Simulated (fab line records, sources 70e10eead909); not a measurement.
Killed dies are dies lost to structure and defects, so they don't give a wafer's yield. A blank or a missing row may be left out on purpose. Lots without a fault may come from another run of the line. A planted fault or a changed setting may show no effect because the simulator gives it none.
fab line records | flow nand_harc
record lots=13 wafers=39 last_day=34
route steps=1302 shown A_BLC@1131 A_M0@1150 A_M1@1169 END@1302
lots that met no fault: from a run of the same line without faults
start_h: hours from the record's first day to the start of the lot's first wafer shown | wait_h: hours since the lot's step before | " the same as in the row above | L1.1+2: a row that stands for several wafers | - no value, or no start given | * or withheld: withheld | < > ~ a bound
route shown NAME@n: a module of which the file shows steps, and the number in the route of the first | usual: mean/standard deviation of fault-free wafers | same: alike in all rows | chamber/n: place in a boat | sites: the reading at each site | _std_site: their standard deviation | _edge_site: outer sites' mean less inner sites' | radius_mm: how far each site lies from the wafer's centre | mask NAME#n: copy n | behind: the tool/chamber that last shaped the wafer | hold: why the lot was held/for how many hours/how that ended | device: the transistor (n, p or np) that didn't switch | end of line: the same wafers' tests at the end of the route | a step without rows: its recipe alone | killed: dies lost to structure and defects at the first sort, not the wafer's yield | map: a wafer's dies, x killed, . not, _ none there
set.NAME: the setting as run; set.NAME@STEP: as run at that earlier step | model.NAME: the simulator's own value behind a step, which no gauge read
steps of the route over a sample of lots; a table a step, a row a wafer
services: from which hour (start_h, from the record's first day; less than 0 if before it) a tool's chamber was out of use, for how many hours, and why
## steps
# step NHARC_A_BLC_ALD_23
# recipe target_thk_a=30 pulse_time_s=1 ald_cycles=150 temp_c=450 material=TiN
# usual heater_power_w=1130/100 precursor_pulse_height_rel=0.999/0.022
# columns lot.wafer tool chamber start_h wait_h heater_power_w precursor_pulse_height_rel
L546.3 ald_metal-02 2 542.53 - 1286 1.002
L546.2 " 3 " " 1034 1.027
L546.6 " 1 " " 1116 1.036
L547.3 ald_metal-02 1 544.53 - 1123 0.995
L547.6 " 0 " " 1234 1.024
L547.5 " 1 " " 1131 1.038
L550.3 ald_metal-02 3 562.30 - 1045 1.013
L550.1 " 1 " " 1103 0.996
L550.2 " 2 " " 1295 1.056
L552.4 ald_metal-04 0 592.63 - 1049 1.028
L552.2 " 1 " " 939 0.978
L552.6 " 0 " " 1054 0.993
L553.2 ald_metal-03 2 593.94 - 1170 0.983
L553.3 " 0 " " 1250 1.012
L553.5 " 2 " " 1190 1.038
L559.3 ald_metal-04 2 683.37 - 1147 1.020
L559.4 " 3 " " 1155 1.004
L559.6 " 1 " " 878 0.980
L562.2 ald_metal-03 3 686.05 - 1029 0.989
L562.3 " 1 " " 1087 0.988
L562.5 " 2 " " 1163 0.985
L563.3 ald_metal-04 2 686.13 - 1166 0.978
L563.4 " 1 " " 895 1.004
L563.6 " 3 " " 1153 1.002
L560.4 ald_metal-02 3 687.40 - 1091 0.998
L560.3 " 0 " " 1207 0.977
L560.6 " 3 " " 1109 0.971
L565.4 ald_metal-02 0 709.21 - 1197 0.980
L565.6 " 1 " " 1092 0.991
L565.5 " 2 " " 1287 1.015
L564.4 ald_metal-03 2 719.83 - 1195 0.977
L564.5 " 1 " " 1079 1.008
L564.6 " 2 " " 1194 1.019
L567.2 ald_metal-03 2 756.89 - 1172 0.977
L567.5 " 1 " " 1132 0.974
L567.6 " 2 " " 1135 1.038
L568.3 ald_metal-02 2 763.36 - 1266 0.931
L568.2 " 3 " " 1080 0.979
L568.5 " 3 " " 1076 1.028
# step NHARC_A_M0_DESCUM_14
# recipe time_s=3 o2_flow_sccm=200 ar_flow_sccm=0 bias_power_w=0 chemistry=O2
# usual drypump_motor_current_A=5.8/0.48 oes_product_au=0.998/0.01 rf_vpp_V=57.7/0.9 showerhead_plenum_p_Torr=1.90/0.073 throttle_valve_pct=11.312/0.0081
# columns lot.wafer tool chamber start_h wait_h drypump_motor_current_A oes_product_au rf_hours_counter_h rf_vpp_V showerhead_plenum_p_Torr throttle_valve_pct
L546.2 rie_diel-02 1 544.62 0.1 5.2 0.984 7.9 57.6 1.96 11.303
L546.3 " 2 " " 6.1 1.016 7.9 58.3 1.84 11.304
L546.6 " 0 " " 5.5 1.000 - 57.3 1.88 11.321
L547.3 rie_diel-02 1 546.81 0.1 5.2 1.002 8.0 58.7 1.96 11.325
L547.5 " 3 " " 6.2 1.009 - 57.9 1.81 11.298
L547.6 " 0 " " 5.5 1.005 - 57.4 1.88 11.318
L550.1 rie_diel-03 2 576.65 0.1 6.5 0.990 5.3 56.8 1.90 11.312
L550.3 " 0 " " 5.3 0.999 5.4 57.5 1.97 11.304
L550.2 " 1 " " 5.6 0.990 5.6 55.5 1.84 11.305
L552.4 rie_diel-11 0 594.83 0.1 5.4 1.005 6.8 58.0 2.01 11.301
L552.2 " 2 " " 6.4 1.002 6.5 56.5 1.79 11.316
L552.6 " 0 " " 5.4 0.998 - 59.8 2.01 11.310
L553.3 rie_diel-11 3 596.16 0.1 5.7 1.003 7.0 58.3 1.86 11.306
L553.2 " 1 " " 6.3 1.003 6.0 56.3 1.82 11.307
L553.5 " 0 " " 5.3 0.998 - 56.8 2.01 11.316
L559.3 rie_diel-02 0 685.59 0.1 5.5 0.987 5.1 56.2 1.88 11.310
L559.4 " 3 " " 6.2 1.009 - 57.7 1.81 11.308
L559.6 " 0 " " 5.5 0.989 - 57.8 1.88 11.316
L562.3 rie_diel-02 0 688.26 0.1 5.5 0.980 5.4 57.7 1.88 11.320
L562.2 " 1 " " 5.2 0.998 4.8 57.7 1.96 11.314
L562.5 " 0 " " 5.5 0.981 - 56.7 1.88 11.311
L563.3 rie_diel-03 2 688.41 0.1 6.5 1.014 2.2 58.1 1.90 11.308
L563.4 " 3 " " 6.5 0.997 2.1 57.3 2.01 11.311
L563.6 " 3 " " 6.5 1.000 - 58.8 2.01 11.318
L560.3 rie_diel-03 2 689.62 0.1 6.5 1.017 2.3 58.4 1.90 11.329
L560.4 " 0 " " 5.3 0.998 2.3 58.0 1.97 11.301
L560.6 " 2 " " 6.5 1.014 - 58.0 1.90 11.314
L565.4 rie_diel-03 2 711.37 0.1 6.5 1.025 3.6 57.3 1.89 11.318
L565.6 " 2 " " 6.5 1.026 - 57.1 1.89 11.313
L565.5 " 3 " " 6.5 1.002 - 57.0 2.01 11.316
L564.6 rie_diel-02 1 722.07 0.1 5.2 0.998 - 58.3 1.96 11.312
L564.5 " 3 " " 6.2 0.983 - 58.1 1.80 11.303
L564.4 " 0 " " 5.5 0.980 - 57.7 1.88 11.311
L567.2 rie_diel-11 2 759.00 0.1 6.4 1.000 5.6 58.6 1.79 11.308
L567.6 " 0 " " 5.4 0.996 - 58.5 2.01 11.319
L567.5 " 1 " " 6.3 1.004 - 58.6 1.82 11.319
L568.2 rie_diel-02 1 765.58 0.1 5.2 1.003 0.6 57.8 1.96 11.318
L568.3 " 3 " " 6.2 1.014 0.5 57.6 1.80 11.296
L568.5 " 1 " " 5.2 1.010 - 56.9 1.96 11.320
# step NHARC_A_M0_ANNEAL_30
# recipe temp_c=225 time_s=90
# usual wafer_temp_C_max=225.76/0.28
# columns lot.wafer tool chamber start_h wait_h wafer_temp_C_max
L546.2 rtp_anneal-01 0 546.34 0.4 225.75
L546.3 " 0 " " 226.19
L546.6 " 0 " " 226.22
L547.3 rtp_anneal-02 0 548.56 0.3 225.56
L547.5 " 0 " " 225.07
L547.6 " 0 " " 225.66
L550.1 rtp_anneal-01 0 578.31 - 226.13
L550.2 " 0 " " 226.37
L550.3 " 0 " " 225.92
L552.2 rtp_anneal-02 0 596.54 - 225.46
L552.4 " 0 " " 225.87
L552.6 " 0 " " 225.70
L553.2 rtp_anneal-01 0 597.92 0.3 225.80
L553.3 " 0 " " 226.23
L553.5 " 0 " " 226.33
L559.3 rtp_anneal-01 0 687.40 - 225.77
L559.4 " 0 " " 225.95
L559.6 " 0 " " 225.96
L562.2 rtp_anneal-01 0 690.01 0.3 225.85
L562.3 " 0 " " 225.99
L562.5 " 0 " " 226.04
L563.3 rtp_anneal-02 0 690.39 0.3 225.69
L563.4 " 0 " " 225.50
L563.6 " 0 " " 225.76
L560.3 rtp_anneal-02 0 691.41 - 225.94
L560.4 " 0 " " 225.39
L560.6 " 0 " " 226.15
L565.4 rtp_anneal-01 0 713.18 0.3 226.11
L565.5 " 0 " " 225.67
L565.6 " 0 " " 225.93
L564.4 rtp_anneal-01 0 724.09 - 225.74
L564.5 " 0 " " 225.86
L564.6 " 0 " " 225.65
L567.2 rtp_anneal-02 0 760.72 - 225.48
L567.5 " 0 " " 225.41
L567.6 " 0 " " 225.80
L568.2 rtp_anneal-02 0 767.28 - 225.57
L568.3 " 0 " " 225.57
L568.5 " 0 " " 225.68
# step NHARC_A_M1_DEP_00
# recipe target_thk_a=1825 target_thk_nm=182.5 temp_c=withheld pressure_torr=5 flow_sccm=200 rf_w=600 material=SiOC
# usual chamber_pressure_Torr=5.001/0.012 rf_fwd_power_W=598.7/1.9 showerhead_vpp_V=1496/89
# columns lot.wafer tool chamber start_h wait_h chamber_pressure_Torr rf_fwd_power_W showerhead_vpp_V
L546.2 pecvd-02 2 547.71 - 5.014 597.2 1618
L546.3 " 0 " " 4.973 596.5 1546
L546.6 " 2 " " 5.002 598.7 1617
L547.3 pecvd-01 1 549.84 - 5.000 601.4 1433
L547.5 " 2 " " 5.028 601.7 1381
L547.6 " 0 " " 5.011 598.8 1412
L550.1 pecvd-02 2 579.70 - - - -
L550.2 " 0 " " - - -
L550.3 " 1 " " - - -
L552.2 pecvd-03 0 597.96 - - - -
L552.4 " 2 " " - - -
L552.6 " 0 " " - - -
L553.2 pecvd-01 2 599.24 - - - -
L553.3 " 1 " " - - -
L553.5 " 1 " " - - -
L559.3 pecvd-01 0 688.68 - 4.988 599.9 1397
L559.4 " 0 " " 4.988 597.4 1418
L559.6 " 1 " " 4.972 602.8 1416
L562.2 pecvd-03 1 691.33 - 4.997 601.5 1419
L562.3 " 0 " " 4.990 597.5 1568
L562.5 " 0 " " 4.997 598.7 1547
L563.3 pecvd-02 2 691.75 - 4.999 599.4 1621
L563.4 " 2 " " 5.013 598.9 1629
L563.6 " 0 " " 5.002 600.8 1509
L560.3 pecvd-03 0 692.75 - 4.999 602.3 1555
L560.4 " 0 " " 5.000 601.1 1565
L560.6 " 1 " " 4.993 598.4 1408
L565.4 pecvd-03 2 714.55 - 4.987 598.7 1523
L565.5 " 0 " " 4.986 600.5 1549
L565.6 " 1 " " 5.017 598.3 1410
L564.5 pecvd-02 2 725.42 - 4.992 598.5 1643
L564.4 " 0 " " 4.995 596.9 1528
L564.6 " 1 " " 4.983 596.0 1629
L567.2 pecvd-01 1 762.14 - 4.996 599.5 1427
L567.6 " 0 " " 5.012 599.5 1381
L567.5 " 1 " " 4.990 601.3 1401
L568.2 pecvd-02 0 768.74 - 5.015 598.6 1523
L568.3 " 1 " " 4.995 600.1 1631
L568.5 " 0 " " 4.990 600.4 1522
# step NHARC_END_SORT_01
# recipe temp_c=25
# usual defect_limited_yield=90.7/3 killed_at_array=58/20 killed_at_other=0.9/1.4 killed_at_periphery=4/3.1 killed_dies=63/20 killed_open=3.3/1.8 killed_short=2.4/1.5
# same gross_dies=677
# columns lot.wafer tool chamber start_h wait_h hold defect_limited_yield[%] killed_at_array killed_at_other killed_at_periphery killed_dies killed_open killed_short
L550.1 prober-01 0 613.92 2.5 await_dispo/3.4h/scrap 0 670 1 6 677 3 0
L550.2 prober-01 0 614.72 2.8 await_dispo/3.4h/scrap 0 674 1 2 677 4 2
L550.3 prober-01 0 615.52 3.1 await_dispo/3.4h/scrap 0 672 2 3 677 1 1
L552.2 prober-02 0 634.14 2.8 await_dispo/4.6h/scrap 0 676 1 0 677 4 3
L552.4 prober-02 0 635.74 3.4 await_dispo/4.6h/scrap 0 674 2 1 677 5 7
L552.6 prober-02 0 637.34 4.0 await_dispo/4.6h/scrap 0 675 1 1 677 5 2
L559.3 prober-01 0 724.15 3.0 - 90.0 64 1 3 68 5 4
L559.4 prober-01 0 724.94 3.3 - 90.0 62 0 6 68 2 0
L559.6 prober-01 0 726.52 4.0 - 88.5 74 1 3 78 4 4
L560.3 prober-01 0 732.00 3.2 - 91.4 54 0 4 58 2 1
L560.4 prober-01 0 732.81 3.5 - 94.1 37 1 2 40 0 1
L560.6 prober-01 0 734.43 4.1 - 93.5 42 0 2 44 4 3
L563.3 prober-02 0 732.15 3.1 - 88.9 67 1 7 75 4 4
L563.4 prober-02 0 732.97 3.5 - 89.5 67 1 3 71 1 2
L563.6 prober-02 0 734.60 4.1 - 92.2 47 0 6 53 4 3
L562.2 prober-01 0 739.08 2.8 - 93.9 39 0 2 41 3 2
L562.3 prober-01 0 739.86 3.1 - 93.1 42 0 5 47 5 0
L562.5 prober-01 0 741.43 3.6 - 90.7 58 0 5 63 3 1
L565.4 prober-02 0 767.43 3.4 - 85.7 94 2 1 97 3 3
L565.5 prober-02 0 768.24 3.7 - 88.6 76 0 1 77 0 3
L565.6 prober-02 0 769.05 4.0 - 90.0 65 0 3 68 3 3
L564.4 prober-01 0 773.68 3.4 - 90.7 56 0 7 63 3 1
L564.5 prober-01 0 774.48 3.7 - 92.5 43 0 8 51 1 1
L564.6 prober-01 0 775.27 4.0 - 94.1 32 0 8 40 3 1
L568.2 prober-02 0 805.29 2.8 - 95.9 26 2 0 28 4 4
L568.3 prober-02 0 806.10 3.1 - 93.5 40 1 3 44 1 4
L568.5 prober-02 0 807.72 3.7 - 92.9 45 1 2 48 1 1
# killed by level:class
L550.1 A_M1:area_dep=610 A_CHANNEL_HOLE_D2:chamber_film_flake=28 A_CHANNEL_HOLE_D1:chamber_film_flake=22 A_CONTACT:chamber_film_flake=5 P_CONTACT:geometric_particle:open=2 P_ZERO_WELL:chamber_film_flake=2 P_GATE:chamber_film_flake=2 A_CHANNEL_FILL_D1:chamber_film_flake=2
L550.2 A_M1:area_dep=586 A_CHANNEL_HOLE_D1:chamber_film_flake=39 A_CHANNEL_HOLE_D2:chamber_film_flake=38 A_CHANNEL_FILL_D2:chamber_film_flake=3 A_SLIT:chamber_film_flake=2 P_CONTACT:geometric_particle:open=1 A_ONON_D1:geometric_particle:open=1 A_CHANNEL_FILL_D1:geometric_particle:short=1
L550.3 A_M1:area_dep=613 A_CHANNEL_HOLE_D1:chamber_film_flake=32 A_CHANNEL_HOLE_D2:chamber_film_flake=14 A_CONTACT:chamber_film_flake=4 A_CHANNEL_FILL_D1:chamber_film_flake=2 A_DECK1_JOINT:chamber_film_flake=2 A_CHANNEL_FILL_D2:chamber_film_flake=2 THIN_TSV:chamber_film_flake=2
L552.2 A_M1:area_dep=642 A_CHANNEL_HOLE_D2:chamber_film_flake=16 A_WL_FILL:chamber_film_flake=4 A_CHANNEL_HOLE_D1:chamber_film_flake=3 A_ONON_D1:geometric_particle:open=2 A_CONTACT:chamber_film_flake=2 A_SOURCE_PLATE:geometric_particle:short=1 A_CHANNEL_FILL_D1:geometric_particle:short=1
L552.4 A_M1:area_dep=631 A_CHANNEL_HOLE_D2:chamber_film_flake=11 A_CONTACT:chamber_film_flake=7 A_CHANNEL_HOLE_D1:chamber_film_flake=4 A_STAIRCASE:chamber_film_flake=3 A_WL_FILL:chamber_film_flake=3 A_CHANNEL_FILL_D2:geometric_particle:short=2 A_BLC:geometric_particle:short=2
L552.6 A_M1:area_dep=639 A_CHANNEL_HOLE_D2:chamber_film_flake=14 A_CHANNEL_HOLE_D1:chamber_film_flake=4 A_CONTACT:chamber_film_flake=4 A_WL_FILL:chamber_film_flake=3 A_ONON_D1:geometric_particle:open=2 A_SOURCE_PLATE:geometric_particle:short=1 A_CHANNEL_HOLE_D2:geometric_particle:open=1
L559.3 A_CHANNEL_HOLE_D1:chamber_film_flake=28 A_CHANNEL_HOLE_D2:chamber_film_flake=21 A_CONTACT:chamber_film_flake=3 A_STAIRCASE:chamber_film_flake=2 P_CONTACT:geometric_particle:open=1 A_SOURCE_PLATE:geometric_particle:open=1 A_ONON_D1:geometric_particle:short=1 A_ONON_D2:geometric_particle:open=1
L559.4 A_CHANNEL_HOLE_D1:chamber_film_flake=40 A_CHANNEL_HOLE_D2:chamber_film_flake=11 A_SLIT:chamber_film_flake=5 A_STAIRCASE:chamber_film_flake=5 P_ZERO_WELL:chamber_film_flake=3 P_BONDPAD:chamber_film_flake=2 P_CONTACT:geometric_particle:open=1 A_CHANNEL_FILL_D1:geometric_particle:open=1
L559.6 A_CHANNEL_HOLE_D1:chamber_film_flake=26 A_CHANNEL_HOLE_D2:chamber_film_flake=25 A_STAIRCASE:chamber_film_flake=10 A_SLIT:chamber_film_flake=3 P_ZERO_WELL:chamber_film_flake=2 A_CONTACT:chamber_film_flake=2 P_CONTACT:geometric_particle:open=1 A_ONON_D1:geometric_particle:short=1
L560.3 A_SLIT:chamber_film_flake=28 A_CONTACT:chamber_film_flake=13 A_CHANNEL_HOLE_D1:chamber_film_flake=10 A_STAIRCASE:chamber_film_flake=2 P_GATE:geometric_particle:open=1 P_M1:geometric_particle:short=1 A_CHANNEL_FILL_D2:geometric_particle:open=1 P_M2:chamber_film_flake=1
L563.3 A_SLIT:chamber_film_flake=22 A_CHANNEL_HOLE_D2:chamber_film_flake=18 A_CHANNEL_HOLE_D1:chamber_film_flake=7 P_GATE:chamber_film_flake=4 A_CONTACT:chamber_film_flake=4 A_BLC:chamber_film_flake=3 A_CHANNEL_FILL_D2:geometric_particle:open=2 A_M1:geometric_particle:short=2
L560.4 A_SLIT:chamber_film_flake=13 A_CHANNEL_HOLE_D1:chamber_film_flake=7 A_STAIRCASE:chamber_film_flake=7 A_CONTACT:chamber_film_flake=5 A_CHANNEL_HOLE_D2:chamber_film_flake=3 P_CONTACT:geometric_particle:short=1 P_M2:chamber_film_flake=1 A_DECK1_JOINT:chamber_film_flake=1
L563.4 A_SLIT:chamber_film_flake=31 A_CHANNEL_HOLE_D2:chamber_film_flake=16 A_CONTACT:chamber_film_flake=5 A_CHANNEL_HOLE_D1:chamber_film_flake=4 A_BLC:chamber_film_flake=3 P_GATE:chamber_film_flake=2 A_STAIRCASE:chamber_film_flake=2 P_M0:geometric_particle:open=1
L560.6 A_CHANNEL_HOLE_D1:chamber_film_flake=15 A_SLIT:chamber_film_flake=13 A_STAIRCASE:chamber_film_flake=6 A_WL_FILL:geometric_particle:open=2 P_GATE:geometric_particle:open=1 P_CONTACT:geometric_particle:open=1 A_DECK1_JOINT:geometric_particle:short=1 A_CHANNEL_FILL_D2:geometric_particle:short=1
L563.6 A_SLIT:chamber_film_flake=16 A_CHANNEL_HOLE_D2:chamber_film_flake=6 A_CHANNEL_HOLE_D1:chamber_film_flake=5 A_CONTACT:chamber_film_flake=5 A_STAIRCASE:chamber_film_flake=3 A_ONON_D1:geometric_particle:open=2 A_CHANNEL_FILL_D2:chamber_film_flake=2 P_GATE:chamber_film_flake=2
L562.2 A_CHANNEL_HOLE_D1:chamber_film_flake=27 A_STAIRCASE:chamber_film_flake=3 A_WL_FILL:chamber_film_flake=2 A_SLIT:chamber_film_flake=2 P_CONTACT:geometric_particle:open=1 A_DECK1_JOINT:geometric_particle:short=1 A_ONON_D2:geometric_particle:short=1 A_CHANNEL_FILL_D2:geometric_particle:open=1
L562.3 A_CHANNEL_HOLE_D1:chamber_film_flake=33 A_SLIT:chamber_film_flake=3 P_M2:chamber_film_flake=2 A_STAIRCASE:chamber_film_flake=2 P_CONTACT:geometric_particle:open=1 P_M1:geometric_particle:open=1 P_M2:geometric_particle:open=1 A_CHANNEL_FILL_D1:geometric_particle:open=1
L562.5 A_CHANNEL_HOLE_D1:chamber_film_flake=40 A_SLIT:chamber_film_flake=5 A_CONTACT:chamber_film_flake=5 A_CONTACT:geometric_particle:open=2 P_M2:chamber_film_flake=2 A_STAIRCASE:chamber_film_flake=2 P_M0:geometric_particle:open=1 A_DECK1_JOINT:geometric_particle:short=1
L565.4 A_CHANNEL_HOLE_D1:chamber_film_flake=35 A_CHANNEL_HOLE_D2:chamber_film_flake=30 A_SLIT:chamber_film_flake=9 A_CONTACT:chamber_film_flake=6 A_BONDPAD:chamber_film_flake=6 A_CHANNEL_FILL_D1:chamber_film_flake=3 A_DECK1_JOINT:geometric_particle:open=1 A_DECK1_JOINT:geometric_particle:short=1
L565.5 A_CHANNEL_HOLE_D2:chamber_film_flake=30 A_CHANNEL_HOLE_D1:chamber_film_flake=27 A_CONTACT:chamber_film_flake=7 A_BONDPAD:chamber_film_flake=6 A_CHANNEL_FILL_D1:geometric_particle:short=3 A_SLIT:chamber_film_flake=3 P_GATE:chamber_film_flake=1
L565.6 A_CHANNEL_HOLE_D1:chamber_film_flake=28 A_CHANNEL_HOLE_D2:chamber_film_flake=14 A_CONTACT:chamber_film_flake=6 A_SLIT:chamber_film_flake=5 A_BONDPAD:chamber_film_flake=4 P_CONTACT:geometric_particle:open=1 P_M0:geometric_particle:short=1 A_BLC:geometric_particle:open=1
L564.4 A_SLIT:chamber_film_flake=25 A_CHANNEL_HOLE_D1:chamber_film_flake=14 A_BONDPAD:chamber_film_flake=5 A_STAIRCASE:chamber_film_flake=4 A_CHANNEL_HOLE_D2:chamber_film_flake=3 P_STI:chamber_film_flake=2 P_GATE:chamber_film_flake=2 P_M0:chamber_film_flake=2
L564.5 A_SLIT:chamber_film_flake=26 A_CHANNEL_HOLE_D1:chamber_film_flake=12 P_M0:chamber_film_flake=5 P_STI:geometric_particle:short=1 A_M1:geometric_particle:open=1 P_STI:chamber_film_flake=1 P_GATE:chamber_film_flake=1 A_CHANNEL_HOLE_D2:chamber_film_flake=1
L564.6 A_SLIT:chamber_film_flake=19 P_STI:chamber_film_flake=5 A_CHANNEL_HOLE_D1:chamber_film_flake=5 A_CHANNEL_HOLE_D2:chamber_film_flake=3 A_CONTACT:chamber_film_flake=2 P_CONTACT:geometric_particle:open=1 P_M2:geometric_particle:open=1 A_SOURCE_PLATE:geometric_particle:short=1
L568.2 A_SLIT:chamber_film_flake=12 A_CHANNEL_FILL_D1:geometric_particle:short=2 A_WL_FILL:chamber_film_flake=2 THIN_TSV:chamber_film_flake=2 A_ONON_D1:geometric_particle:open=1 A_CHANNEL_FILL_D2:geometric_particle:open=1 A_WL_FILL:geometric_particle:short=1 A_CONTACT:geometric_particle:open=1
L568.3 A_SLIT:chamber_film_flake=28 A_CONTACT:chamber_film_flake=5 A_WL_FILL:chamber_film_flake=3 P_STI:chamber_film_flake=2 P_M0:geometric_particle:short=1 A_ONON_D1:geometric_particle:open=1 A_DECK1_JOINT:geometric_particle:short=1 A_SGD_CUT:geometric_particle:short=1
L568.5 A_SLIT:chamber_film_flake=35 A_CONTACT:chamber_film_flake=3 P_STI:chamber_film_flake=2 A_CHANNEL_HOLE_D2:chamber_film_flake=2 A_WL_FILL:chamber_film_flake=2 A_DECK1_JOINT:geometric_particle:short=1 A_BLC:geometric_particle:open=1 A_M0:chamber_film_flake=1
## services
# columns tool chamber start_h hours kind
rie_diel-03 - 532.33 0.2 repair
pecvd-03 - 547.08 13.0 pm
ald_metal-04 3 547.48 15.6 repair
ald_metal-04 1 563.11 4.6 repair
ald_metal-03 - 568.00 10.0 pm
rie_diel-02 - 570.70 9.0 pm
rie_diel-02 1 581.32 17.0 repair
ald_metal-04 - 583.08 2.4 repair
pecvd-02 - 589.66 13.0 pm
rie_diel-03 1 590.27 41.7 repair
ald_metal-03 0 598.93 8.2 repair
ald_metal-03 1 602.07 2.6 repair
pecvd-02 - 605.25 0.8 repair
ald_metal-02 - 610.00 10.0 pm
rie_diel-02 2 630.46 98.1 repair
rie_diel-03 - 635.30 9.0 pm
pecvd-01 - 673.93 13.0 pm
ald_metal-03 - 674.97 1.2 repair
ald_metal-02 1 689.14 5.6 repair
ald_metal-02 - 707.93 0.7 repair
pecvd-03 - 728.08 13.0 pm
rtp_anneal-02 - 744.00 12.0 pm
ald_metal-03 - 746.00 10.0 pm
rie_diel-02 - 747.70 9.0 pm
## key
first_sign step=NHARC_A_M1_DEP_00 reading=tool_record direction=missing
effect step=NHARC_END_SORT_01 reading=killed_at_array direction=up sigmas=32 usual=58 struck=674
more_kills_born_at NHARC_A_M1_DEP_00@pecvd-03=1912 NHARC_A_M1_DEP_00@pecvd-02=1809
met_at NHARC_A_M1_DEP_00
struck_lots L550,L552,L553
later_rows_left_out L550.1,L550.2,L550.3,L552.2,L552.4,L552.6,L553.2,L553.3,L553.5
sort_left_out L553.2,L553.3,L553.5
not_acting_at NHARC_A_BLC_ALD_23,NHARC_A_M0_DESCUM_14,NHARC_A_M0_ANNEAL_30
onset_between 549.84 579.70
fault kind=skipped_step_whole tool=pecvd-01,pecvd-02,pecvd-03 chamber=- onset_h=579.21 steps=NHARC_A_M1_DEP_00 scope=struck_lots_only
# sort_left_out: the simulated sort isn't trusted on such a fault, so these wafers' sort isn't shown, and their yield isn't known
# later_rows_left_out: the simulator's readings of these wafers behind a module that went badly wrong aren't trusted and aren't shown, but for the sort
